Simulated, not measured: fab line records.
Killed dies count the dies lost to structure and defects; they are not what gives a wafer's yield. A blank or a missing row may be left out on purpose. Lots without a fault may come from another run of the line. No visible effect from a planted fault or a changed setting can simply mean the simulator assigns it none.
Chamber matching :: flow n5Finfet :: N5_BEOL_M0_CUTY_DESCUM_61 on rieDiel-03: 4 sister chambers
The step chemistry O2, time 7.9 s. 4 wafers are shown with their chamber, then 10 later ones without.

WAFERS, EACH WITH ITS CHAMBER
wafer: L083.5
chamber: 2
throttleValvePct (%): 20.10

wafer: L083.6
chamber: 3
throttleValvePct (%): 20.07

wafer: L084.3
chamber: 1
throttleValvePct (%): 20.61

wafer: L084.5
chamber: 0
throttleValvePct (%): 20.66

WAFERS WITHOUT THEIR CHAMBER
wafer: L084.6
throttleValvePct (%): 20.63

wafer: L089.2
throttleValvePct (%): 20.68

wafer: L089.3
throttleValvePct (%): 20.64

wafer: L089.6
throttleValvePct (%): 20.10

wafer: L095.2
throttleValvePct (%): 20.70

wafer: L095.3
throttleValvePct (%): 20.15

wafer: L095.5
throttleValvePct (%): 20.10

wafer: L096.2
throttleValvePct (%): 20.11

wafer: L096.4
throttleValvePct (%): 20.70

wafer: L096.6
throttleValvePct (%): 20.11

WHICH CHAMBER EACH ONE RAN IN
wafer: L084.6
from the rows above: can't be placed: 1 or 0
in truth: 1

wafer: L089.2
from the rows above: can't be placed: 0 or 1
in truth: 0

wafer: L089.3
from the rows above: can't be placed: 0 or 1
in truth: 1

wafer: L089.6
from the rows above: can't be placed: 2 or 3
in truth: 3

wafer: L095.2
from the rows above: can't be placed: 0 or 1
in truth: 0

wafer: L095.3
from the rows above: can't be placed: 2 or 3
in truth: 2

wafer: L095.5
from the rows above: can't be placed: 2 or 3
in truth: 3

wafer: L096.2
from the rows above: can't be placed: 2 or 3
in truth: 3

wafer: L096.4
from the rows above: can't be placed: 0 or 1
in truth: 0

wafer: L096.6
from the rows above: can't be placed: 2 or 3
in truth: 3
Placed correctly: 0 of 10. From these rows, 10 cannot be placed; in 10 the true chamber is one of the candidates. Number placed wrongly: 0.
How it was worked out, from the rows above alone: a wafer's distance from a chamber is the root of the sum, over the readings, of the square of ((its reading less the chamber's mean) divided by the reading's scatter). The wafer belongs to the nearest chamber; if the next one is less than 2 further off, it can't be placed. Each chamber's mean is taken over the wafers shown for it. The scatter (one wafer shown for each chamber): square how far every hidden wafer sits from the nearest shown wafer, average those squares and take the square root.
